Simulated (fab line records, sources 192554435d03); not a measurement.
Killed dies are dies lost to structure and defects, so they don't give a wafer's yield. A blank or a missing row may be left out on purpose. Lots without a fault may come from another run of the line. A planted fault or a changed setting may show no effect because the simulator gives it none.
A struck lot beside a sound one | flow n5_finfet | 32 steps out of a route of 1938
Sound: wafers L696.1, L696.2, L696.4. Struck: wafers L707.3, L707.4, L707.5. The cause comes at the end.
At each step with rows: each side's tool, then ch and its chambers, then its first start. Under that, the readings that differ: sound wafers | struck wafers | difference of the means | sigmas: that difference in standard deviations of wafers without a fault.
alike: readings whose means differ by less than 2 such deviations, and words and numbers that are the same on both sides. not compared: withheld readings, readings that some wafer has no value for, bounds like >300 that may hide the same value, and numbers for which the record gives no deviation and whose values overlap.
The two part at a step that has a row with sigmas, a row that says differs or no value, or rows on one side only. Numbers that don't overlap but have no deviation are shown without sigmas and don't part them. A reading that every wafer of one side lacks parts them only if that side has two wafers or more.

first, 10 steps without rows for these wafers: N5_SD_EPI_P_PRECLEAN_51 (cleans in NF3:NH3, afs cycles 1, time 20 s, sublimation time 60 s); N5_SD_EPI_P_VAPOR_ETCH_44 (etches SiGe30 in NF3/Ar, time 3.3 s); N5_SD_EPI_P_EPI_21 (deposits SiGe:B, time 355 s); N5_SD_EPI_P_HM_STRIP_48 (strips SiNx in H3PO4, material SiNx, target depth 3 nm); N5_SD_EPI_P_SRD_49 (time 30 s); N5_SD_EPI_P_PRECLEAN_24 (cleans in O3/DIW, time 45 s); N5_SD_EPI_P_PRECLEAN_32 (cleans in dHF, time 10 s); N5_SD_EPI_P_PRECLEAN_33 (cleans in SC2, time 45 s); N5_SD_EPI_P_SRD_25 (time 30 s); N5_SD_ACTIVATION_RTA_00 (time 0 s).
N5_SD_ACTIVATION_LSA_01: time 0.0008 s.
  sound on laser_anneal-01 ch 0, day 3 16:39; struck on laser_anneal-01 ch 0, day 6 10:48
  reading          | sound                | struck               | difference | sigmas
  wafer_temp_C_max | 1085.5 1084.7 1085.6 | 1022.6 1022.9 1021.5 | -62.9      | -57
N5_SD_ACTIVATION_RS_MEAS_03: measures by four-point-probe.
  sound on film_metro-01, day 3 16:51; struck on film_metro-01, day 6 10:59
  reading          | sound             | struck            | difference | sigmas
  RS_SD_N (ohm/sq) | 21.75 21.80 21.96 | 27.62 27.95 27.46 | +5.84      | +22
  RS_SD_P (ohm/sq) | 57.2 56.7 55.9    | 58.6 58.4 58.2    | +1.8       | +2
then, 19 steps without rows for these wafers: N5_ILD0_LINER_00 (material SiNx, target thk 4 nm, pulse time 1 s, purge time 2 s); N5_ILD0_FCVD_FILL_01 (material SiO2 flowable, target thk 200 nm, time 328.3 s); N5_ILD0_CURE_02 (time 1800 s); N5_ILD0_CMP_03 (polishes, stops on SiNx, t overpolish 1.9 s, target thk 197.38 nm); N5_ILD0_CMP_07 (polishes SiO2 flowable, stops on poly-Si, t overpolish 1.18 s, target thk 138.88 nm); N5_ILD0_PRECLEAN_10 (cleans in NF3:NH3, afs cycles 5, time 20 s, sublimation time 60 s); N5_ILD0_ALD_15 (deposits SiNx, target thk 24 nm, pulse time 1 s, ald cycles 480); N5_ILD0_CMP_12 (polishes SiNx, stops on poly-Si, t overpolish 6 s, target thk 17.67 nm); N5_SDB_HM_DEP_00 (deposits SiNx from SiH4/NH3/N2, target thk 40 nm, time 35.3 s); N5_SDB_COAT_03 (time 60 s, resist thk 100 nm); N5_SDB_COAT_04 (time 60 s, resist thk 18 nm); N5_SDB_COAT_05 (resist thk 90 nm); N5_SDB_EBR_07; N5_SDB_SOFTBAKE_06 (time 60 s); N5_SDB_EXPOSE_08 (exposes mask SDB); N5_SDB_PEB_09 (peb time 60 s); N5_SDB_DEVELOP_10 (develop time 30 s); N5_SDB_DESCUM_16 (chemistry O2, time 7.9 s); N5_SDB_ETCH_17 (etches SiARC in CF4, target depth 23.4 nm, time 39 s).
-- the record jumps here: 5 days lie between the struck wafers' starts before and after (it left off in module SDB and takes up again in module BEOL_M4, whose first step shown is number 1111 of the route) --
N5_BEOL_M4_RC_MEAS_101:
  sound on prober-02 ch 0, day 8 01:46; struck on prober-01 ch 0, day 11 19:54
  reading             | sound             | struck            | difference | sigmas
  RC_DENSE_N (ohm.um) | 18.9 19.1 19.3    | 22.7 22.7 22.8    | +3.6       | +10
  RC_N (ohm.um)       | 15.19 15.58 15.62 | 18.50 18.54 18.45 | +3.03      | +11
  REXT_N (ohm.um)     | 75.5 75.7 75.5    | 86.3 86.1 85.9    | +10.5      | +8
  RS_SD_N (ohm/sq)    | 28.1 28.2 28.3    | 34.5 34.7 34.5    | +6.4       | +19
  SS_N (mV/dec)       | 72.4 71.7 71.8    | 71.3 70.3 70.5    | -1.3       | -3
  alike: DIBL_N, DIBL_P, IOFF_N, IOFF_P, ION_N, ION_P, SS_P, VT_N, VT_P

WHERE THEY PART
First at N5_SD_ACTIVATION_LSA_01; last, within this record, at N5_BEOL_M4_RC_MEAS_101.

WHY: what the simulator had put in
Process parameter drift: laser_anneal-01, from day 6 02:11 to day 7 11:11, at N5_SD_ACTIVATION_LSA_01. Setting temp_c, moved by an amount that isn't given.
